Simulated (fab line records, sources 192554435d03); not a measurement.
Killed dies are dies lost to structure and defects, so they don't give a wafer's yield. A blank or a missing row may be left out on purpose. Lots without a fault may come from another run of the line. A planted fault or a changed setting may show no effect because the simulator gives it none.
Which tool did it? | flow n5_finfet | 10 lots, 27 wafers sampled, at 5 steps of a route of 1938

WHAT THE GAUGES READ, wafer by wafer
N5_FIN_CUT_CD_MEAS_08: target cd 29.1 nm. Usual: cd_nm 29.15 nm, standard deviation 0.24.
lot  | measured    | on        | cd_nm (nm)        | flag
L777 | day 2 03:19 | cd_sem-01 | 29.29 29.07 29.24 |
L781 | day 3 03:16 | cd_sem-02 | 28.90 28.89 29.33 |
L782 | day 3 09:30 | cd_sem-03 | 29.18 29.46 29.60 |
L783 | day 3 15:28 | cd_sem-03 | 29.02 29.38 29.15 |
L786 | day 4 11:25 | cd_sem-03 | 28.72 29.39 29.18 |
L787 | day 4 20:52 | cd_sem-03 | 29.01 29.37 29.18 |
L790 | day 5 13:22 | cd_sem-01 | 29.43 29.48       |
L791 | day 5 15:52 | cd_sem-03 | 29.36 29.22       |
L794 | day 6 08:52 | cd_sem-02 | 29.44 29.19       |
L799 | day 7 14:24 | cd_sem-02 | 29.16 29.27 29.63 |

N5_BEOL_M4_RC_MEAS_101. Usual: DIBL_N 36.9 mV/V, standard deviation 1.7; DIBL_P 36.7 mV/V, standard deviation 2.1; IOFF_N 0.17 nA/um, standard deviation 0.032; IOFF_P 0.22 nA/um, standard deviation 0.036; ION_N 674 uA/um, standard deviation 12; ION_P 461 uA/um, standard deviation 7; SS_N 71.7 mV/dec, standard deviation 0.6; SS_P 73.4 mV/dec, standard deviation 0.67; VT_N 249 mV, standard deviation 3.1; VT_P -250 mV, standard deviation 3.2.
lot  | measured     | on        | DIBL_N (mV/V)  | DIBL_P (mV/V)  | IOFF_N (nA/um) | IOFF_P (nA/um) | ION_N (uA/um) | ION_P (uA/um) | SS_N (mV/dec)  | SS_P (mV/dec)  | VT_N (mV)   | VT_P (mV)      | flag
L777 | day 8 01:31  | prober-01 | 35.5 36.4 35.7 | 35.5 36.6 34.9 | 0.14 0.15 0.14 | 0.18 0.20 0.18 | 657 674 666   | 448 464 456   | 71.7 71.3 70.9 | 72.8 73.2 73.1 | 253 254 250 | -254 -251 -251 |
L781 | day 9 03:32  | prober-02 | 37.5 40.4 37.1 | 38.3 42.5 38.5 | 0.17 0.24 0.16 | 0.21 0.28 0.21 | 668 691 678   | 460 463 461   | 71.6 72.7 72.3 | 73.6 75.5 73.6 | 250 242 250 | -252 -248 -251 |
L782 | day 9 05:38  | prober-02 | 38.0 35.7 37.3 | 40.4 36.3 39.3 | 0.20 0.16 0.18 | 0.27 0.20 0.26 | 687 670 671   | 469 464 463   | 72.1 71.7 72.3 | 73.6 72.8 73.7 | 244 248 248 | -246 -251 -248 |
L783 | day 9 04:58  | prober-01 | 38.8 36.9 37.5 | 41.7 38.2 38.4 | 0.23 0.18 0.19 | 0.27 0.21 0.21 | 694 676 683   | 468 452 456   | 72.2 71.8 71.6 | 74.3 73.9 74.3 | 245 250 248 | -251 -252 -254 |
L786 | day 10 05:55 | prober-01 | 34.8 34.6 35.2 | 34.7 34.8 35.8 | 0.15 0.13 0.15 | 0.20 0.21 0.23 | 662 657 673   | 461 454 464   | 71.6 70.7 71.5 | 72.5 71.8 72.8 | 251 253 251 | -249 -252 -249 |
L787 | day 11 08:37 | prober-01 | 38.3 40.4 38.5 | 37.3 39.3 36.5 | 0.18 0.24 0.20 | 0.23 0.27 0.22 | 684 692 680   | 461 472 458   | 72.0 72.4 72.6 | 73.8 74.3 74.3 | 250 246 248 | -252 -249 -250 |
L790 | day 11 09:40 | prober-02 | 34.9 35.7      | 35.1 34.9      | 0.13 0.14      | 0.16 0.16      | 673 672       | 455 454       | 70.6 71.3      | 73.0 73.2      | 251 253     | -256 -256      |
L791 | day 11 09:52 | prober-01 | 38.3 38.2      | 38.9 39.0      | 0.21 0.21      | 0.27 0.26      | 691 691       | 467 470       | 71.7 71.4      | 74.6 74.2      | 247 246     | -247 -248      |
L794 | day 12 06:56 | prober-02 | 38.5 35.0      | 38.0 34.8      | 0.19 0.13      | 0.24 0.20      | 676 654       | 466 458       | 71.9 71.2      | 73.7 72.8      | 248 252     | -249 -252      |
L799 | day 13 07:12 | prober-02 | 37.5 38.9 35.0 | 38.7 40.3 35.1 | 0.20 0.23 0.14 | 0.28 0.30 0.22 | 681 696 660   | 473 471 468   | 72.4 72.0 71.2 | 74.4 74.2 73.2 | 244 245 251 | -247 -243 -249 |

WHICH TOOL RAN EACH LOT (tool, then ch and the chambers of the sampled wafers, then the start)
lot  | N5_FIN_CUT_DESCUM_13              | N5_FIN_CUT_STRIP_24               | N5_FIN_CUT_PRECLEAN_35
L777 | rie_diel-01 ch 0,1,2, day 2 03:26 | rie_diel-01 ch 0,1,2, day 2 03:51 | vapor_etch-01 ch 0,1, day 2 03:59
L781 | rie_diel-01 ch 0,2,3, day 3 03:23 | rie_diel-01 ch 0,2,3, day 3 03:48 | vapor_etch-01 ch 0,1, day 3 03:56
L782 | rie_diel-01 ch 0,1,2, day 3 09:37 | rie_diel-01 ch 0,1,2, day 3 10:02 | vapor_etch-02 ch 0,1, day 3 10:11
L783 | rie_diel-03 ch 0,1,3, day 3 15:35 | rie_diel-03 ch 0,1,3, day 3 16:01 | vapor_etch-01 ch 0,1, day 3 16:08
L786 | rie_diel-03 ch 0,1,2, day 4 11:44 | rie_diel-03 ch 0,1,2, day 4 12:08 | vapor_etch-01 ch 0,1, day 4 12:17
L787 | rie_diel-01 ch 0,1,3, day 4 20:59 | rie_diel-01 ch 0,1,3, day 4 21:24 | vapor_etch-01 ch 0,1, day 4 21:32
L790 | rie_diel-01 ch 1,2, day 5 13:29   | rie_diel-01 ch 1,2, day 5 13:54   | vapor_etch-01 ch 0,1, day 5 14:02
L791 | rie_diel-01 ch 2,3, day 5 15:59   | rie_diel-01 ch 2,3, day 5 16:25   | vapor_etch-01 ch 0, day 5 16:32
L794 | rie_diel-01 ch 1,2, day 6 08:59   | rie_diel-01 ch 1,2, day 6 09:24   | vapor_etch-01 ch 0, day 6 09:32
L799 | rie_diel-03 ch 0,2,3, day 7 14:32 | rie_diel-03 ch 0,2,3, day 7 14:56 | vapor_etch-02 ch 0,1, day 7 15:05
- N5_FIN_CUT_DESCUM_13: chemistry O2, time 7 s.
- N5_FIN_CUT_STRIP_24: strips in CF4.
- N5_FIN_CUT_PRECLEAN_35: cleans in vHF, time 13.3 s.

WHAT THE TOOLS THEMSELVES READ (means of the sampled wafers that have a number; where no wafer has one, the mark that the record gives instead)
N5_FIN_CUT_DESCUM_13. Usual: drypump_motor_current_A 5.7 A, standard deviation 0.4; oes_product_au 0.80 a.u., standard deviation 0.091; rf_vpp_V 243.1 V, standard deviation 1.4; showerhead_plenum_p_Torr 2.10 Torr, standard deviation 0.071; throttle_valve_pct 20.28 %, standard deviation 0.27.
lot  | tool        | drypump_motor_current_A (A) | oes_product_au (a.u.) | rf_vpp_V (V) | showerhead_plenum_p_Torr (Torr) | throttle_valve_pct (%) | flag
L777 | rie_diel-01 | 5.7                         | 0.74                  | 243.2        | 2.09                            | 20.32                  |
L781 | rie_diel-01 | 5.8                         | 0.82                  | 242.4        | 2.08                            | 20.28                  |
L782 | rie_diel-01 | 5.7                         | 0.75                  | 242.7        | 2.09                            | 20.35                  |
L783 | rie_diel-03 | 5.7                         | 0.82                  | 245.2        | 2.20                            | 20.23                  |
L786 | rie_diel-03 | 5.5                         | 0.83                  | 243.7        | 2.14                            | 19.95                  |
L787 | rie_diel-01 | 5.8                         | 0.80                  | 243.7        | 2.10                            | 20.19                  |
L790 | rie_diel-01 | 5.9                         | 0.72                  | 243.2        | 2.04                            | 20.41                  |
L791 | rie_diel-01 | 6.2                         | 0.82                  | 242.1        | 2.02                            | 20.32                  |
L794 | rie_diel-01 | 5.9                         | 0.71                  | 240.9        | 2.04                            | 20.41                  |
L799 | rie_diel-03 | 5.4                         | 0.76                  | 243.5        | 2.12                            | 20.28                  |

N5_FIN_CUT_STRIP_24. Usual: drypump_motor_current_A 5.7 A, standard deviation 0.4; oes_product_au 0.79 a.u., standard deviation 0.086; rf_vpp_V 271.4 V, standard deviation 1.7; showerhead_plenum_p_Torr 1.81 Torr, standard deviation 0.057; throttle_valve_pct 13.53 %, standard deviation 0.27.
lot  | tool        | drypump_motor_current_A (A) | oes_product_au (a.u.) | rf_vpp_V (V) | showerhead_plenum_p_Torr (Torr) | throttle_valve_pct (%) | flag
L777 | rie_diel-01 | 5.7                         | 0.74                  | 271.4        | 1.80                            | 13.59                  |
L781 | rie_diel-01 | 5.9                         | 0.81                  | 270.4        | 1.80                            | 13.54                  |
L782 | rie_diel-01 | 5.7                         | 0.74                  | 270.5        | 1.80                            | 13.61                  |
L783 | rie_diel-03 | 5.7                         | 0.80                  | 273.3        | 1.89                            | 13.39                  |
L786 | rie_diel-03 | 5.5                         | 0.82                  | 272.2        | 1.85                            | 13.18                  |
L787 | rie_diel-01 | 5.7                         | 0.80                  | 271.8        | 1.81                            | 13.48                  |
L790 | rie_diel-01 | 5.9                         | 0.72                  | 270.9        | 1.76                            | 13.64                  |
L791 | rie_diel-01 | 6.2                         | 0.81                  | 270.4        | 1.75                            | 13.55                  |
L794 | rie_diel-01 | 5.9                         | 0.71                  | 269.6        | 1.76                            | 13.66                  |
L799 | rie_diel-03 | 5.4                         | 0.75                  | 271.8        | 1.82                            | 13.50                  |

N5_FIN_CUT_PRECLEAN_35. Usual: drypump_motor_current_A 5.8 A, standard deviation 0.47.
lot  | tool          | drypump_motor_current_A (A) | flag
L777 | vapor_etch-01 | 6.1                         |
L781 | vapor_etch-01 | 6.1                         |
L782 | vapor_etch-02 | 5.5                         |
L783 | vapor_etch-01 | 6.1                         |
L786 | vapor_etch-01 | 6.1                         |
L787 | vapor_etch-01 | 5.9                         |
L790 | vapor_etch-01 | 6.0                         |
L791 | vapor_etch-01 | 6.4                         |
L794 | vapor_etch-01 | 6.4                         |
L799 | vapor_etch-02 | 5.2                         |

THE ANSWER, worked out from the rows above alone
Rule: a lot is off if the mean of its wafers that have a number lies more than 3 standard deviations from the usual mean. A lot without any number at a reading at which 4 lots or more have one is off too. The other lots that the step has rows for count as sound. The gauges are gone through in route order, then the tools' own readings, and for those a lot's mean is taken as printed above. The first step at which some lot is off is used, and at that step the reading that is off furthest; a lot without a number counts as furthest.
No lot is off at any reading shown: from this, nothing can be told.

WHAT THE SIMULATOR HAD PUT IN
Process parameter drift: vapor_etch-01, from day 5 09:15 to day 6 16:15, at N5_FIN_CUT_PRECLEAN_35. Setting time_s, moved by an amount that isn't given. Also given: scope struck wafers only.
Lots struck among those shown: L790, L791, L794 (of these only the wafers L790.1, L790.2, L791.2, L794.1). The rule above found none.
